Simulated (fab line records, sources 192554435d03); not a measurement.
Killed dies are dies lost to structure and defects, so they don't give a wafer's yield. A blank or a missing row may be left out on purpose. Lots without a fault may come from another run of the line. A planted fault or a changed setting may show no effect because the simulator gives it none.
Chamber matching | flow n5_finfet | N5_FIN_CUT_CUT_ETCH_15 on rie_si-06: 4 sister chambers
The step etches Si in HBr/Cl2/O2, target depth 100 nm, bt time 10 s, time 42.4 s. 14 wafers are shown with their chamber, then 7 later ones without.

WAFERS WITH THEIR CHAMBER
wafer  | chamber | drypump_motor_current_A (A) | throttle_valve_pct (%) | oes_product_au (a.u.)
L076.1 | 0       | 6.3                         | 37.22                  | 1.004
L076.4 | 2       | 6.2                         | 37.06                  | 0.991
L076.5 | 2       | 6.2                         | 37.06                  | 0.996
L079.1 | 1       | 6.7                         | 37.32                  | 0.992
L079.3 | 0       | 6.2                         | 37.21                  | 1.013
L079.5 | 0       | 6.2                         | 37.20                  | 1.005
L084.1 | 3       | 4.9                         | 37.34                  | 0.986
L084.5 | 1       | 6.7                         | 37.31                  | 0.985
L084.6 | 0       | 6.3                         | 37.22                  | 1.007
L086.1 | 2       | 6.2                         | 37.04                  | 0.998
L086.3 | 1       | 6.7                         | 37.33                  | 0.994
L086.4 | 3       | 4.9                         | 37.34                  | 0.992
L087.2 | 0       | 6.3                         | 37.21                  | 1.011
L087.3 | 2       | 6.2                         | 37.06                  | 0.992

SIGNATURES (means of the wafers above)
reading                 | chamber 0 | chamber 1 | chamber 2 | chamber 3 | scatter within a chamber
drypump_motor_current_A | 6.260     | 6.700     | 6.200     | 4.900     | 0.0346
throttle_valve_pct      | 37.2120   | 37.3200   | 37.0550   | 37.3400   | 0.00883
oes_product_au          | 1.00800   | 0.99033   | 0.99425   | 0.98900   | 0.00394
Rule: a wafer's distance from a chamber is the root of the sum, over the readings, of the square of ((its reading less the chamber's mean) divided by the reading's scatter). The wafer belongs to the nearest chamber; if the next one is less than 2 further off, it can't be placed. The scatter: the root of (the sum of the squares of (reading less its chamber's mean) over the shown wafers, divided by (wafers less chambers)).

WAFERS WITHOUT THEIR CHAMBER
wafer  | drypump_motor_current_A (A) | throttle_valve_pct (%) | oes_product_au (a.u.)
L087.5 | 6.3                         | 37.22                  | 1.007
L091.1 | 4.9                         | 37.34                  | 0.991
L091.3 | 6.7                         | 37.31                  | 0.990
L091.6 | 6.2                         | 37.05                  | 0.989
L097.1 | 6.2                         | 37.21                  | 0.999
L097.2 | 6.6                         | 37.33                  | 0.996
L097.6 | 6.2                         | 37.20                  | 1.001

WHICH CHAMBER EACH WENT THROUGH
wafer  | from the rows above | in truth
L087.5 | 0                   | 0
L091.1 | 3                   | 3
L091.3 | 1                   | 1
L091.6 | 2                   | 2
L097.1 | 0                   | 0
L097.2 | 1                   | 1
L097.6 | 0                   | 0
Placed correctly: 7 of 7. Can't be placed from these rows: 0. Placed wrongly: 0.
